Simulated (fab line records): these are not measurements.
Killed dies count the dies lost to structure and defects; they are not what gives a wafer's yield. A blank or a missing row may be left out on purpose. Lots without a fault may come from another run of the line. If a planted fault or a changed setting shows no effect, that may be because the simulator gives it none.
Matching of chambers :: flow n5_finfet :: 3 sister chambers for N5_BEOL_M0_SAQP_PECVD_97 on pecvd-03
The step deposits SiNx from SiH4/NH3/N2, target thk 23 nm, time 19.9 s. 14 wafers are shown with their chamber, then 7 later ones without.

## WAFERS PAIRED WITH THEIR CHAMBERS
wafer: L074.3
chamber: 2
throttle_valve_pct (%): 36
showerhead_plenum_p_Torr (Torr): 5.08
heater_power_w (W): 542

wafer: L074.4
chamber: 1
throttle_valve_pct (%): 41
showerhead_plenum_p_Torr (Torr): 4.99
heater_power_w (W): 455

wafer: L074.6
chamber: 0
throttle_valve_pct (%): 49
showerhead_plenum_p_Torr (Torr): 5.11
heater_power_w (W): 600

wafer: L075.1
chamber: 2
throttle_valve_pct (%): 36
showerhead_plenum_p_Torr (Torr): 5.08
heater_power_w (W): 575

wafer: L075.3
chamber: 2
throttle_valve_pct (%): 36
showerhead_plenum_p_Torr (Torr): 5.10
heater_power_w (W): 597

wafer: L075.5
chamber: 2
throttle_valve_pct (%): 36
showerhead_plenum_p_Torr (Torr): 5.08
heater_power_w (W): 594

wafer: L076.1
chamber: 2
throttle_valve_pct (%): 36
showerhead_plenum_p_Torr (Torr): 5.07
heater_power_w (W): 587

wafer: L076.4
chamber: 2
throttle_valve_pct (%): 36
showerhead_plenum_p_Torr (Torr): 5.07
heater_power_w (W): 600

wafer: L076.6
chamber: 2
throttle_valve_pct (%): 36
showerhead_plenum_p_Torr (Torr): 5.08
heater_power_w (W): 599

wafer: L077.3
chamber: 2
throttle_valve_pct (%): 36
showerhead_plenum_p_Torr (Torr): 5.07
heater_power_w (W): 646

wafer: L077.4
chamber: 2
throttle_valve_pct (%): 36
showerhead_plenum_p_Torr (Torr): 5.08
heater_power_w (W): 645

wafer: L077.6
chamber: 2
throttle_valve_pct (%): 35
showerhead_plenum_p_Torr (Torr): 5.06
heater_power_w (W): 631

wafer: L079.1
chamber: 2
throttle_valve_pct (%): 36
showerhead_plenum_p_Torr (Torr): 5.08
heater_power_w (W): 630

wafer: L079.4
chamber: 2
throttle_valve_pct (%): 36
showerhead_plenum_p_Torr (Torr): 5.08
heater_power_w (W): 623

SIGNATURES, as means of the wafers listed above
reading: throttle_valve_pct
chamber 0: 49.00
chamber 1: 41.00
chamber 2: 35.92
scatter within a chamber: 0.289

reading: showerhead_plenum_p_Torr
chamber 0: 5.1100
chamber 1: 4.9900
chamber 2: 5.0775
scatter within a chamber: 0.00965

reading: heater_power_w
chamber 0: 600.00
chamber 1: 455.00
chamber 2: 605.75
scatter within a chamber: 30.7
Rule: a wafer lies at a distance from a chamber equal to the root of the sum of squares, over the readings, of (its reading less the chamber's mean, divided by the reading's scatter). If the next closest chamber is less than 2 further off than the closest, the wafer can't be placed; otherwise it belongs to the closest. The scatter: take each reading less its chamber's mean, square it, sum over the shown wafers, divide by the number of wafers less the number of chambers, and take the root.

## WAFERS WITH NO CHAMBER GIVEN
wafer: L079.6
throttle_valve_pct (%): 36
showerhead_plenum_p_Torr (Torr): 5.08
heater_power_w (W): 622

wafer: L081.3
throttle_valve_pct (%): 41
showerhead_plenum_p_Torr (Torr): 4.99
heater_power_w (W): 516

wafer: L081.5
throttle_valve_pct (%): 36
showerhead_plenum_p_Torr (Torr): 5.07
heater_power_w (W): 638

wafer: L081.6
throttle_valve_pct (%): 41
showerhead_plenum_p_Torr (Torr): 4.99
heater_power_w (W): 497

wafer: L085.1
throttle_valve_pct (%): 36
showerhead_plenum_p_Torr (Torr): 5.08
heater_power_w (W): 598

wafer: L085.2
throttle_valve_pct (%): 49
showerhead_plenum_p_Torr (Torr): 5.11
heater_power_w (W): 586

wafer: L085.3
throttle_valve_pct (%): 42
showerhead_plenum_p_Torr (Torr): 5.00
heater_power_w (W): 470

## THE CHAMBER EACH PASSED THROUGH
wafer: L079.6
from the rows above: 2
in truth: 2

wafer: L081.3
from the rows above: 1
in truth: 1

wafer: L081.5
from the rows above: 2
in truth: 2

wafer: L081.6
from the rows above: 1
in truth: 1

wafer: L085.1
from the rows above: 2
in truth: 2

wafer: L085.2
from the rows above: 0
in truth: 0

wafer: L085.3
from the rows above: 1
in truth: 1
Placed correctly: 7 of 7. Not placeable from these rows: 0. 0 placed wrongly.
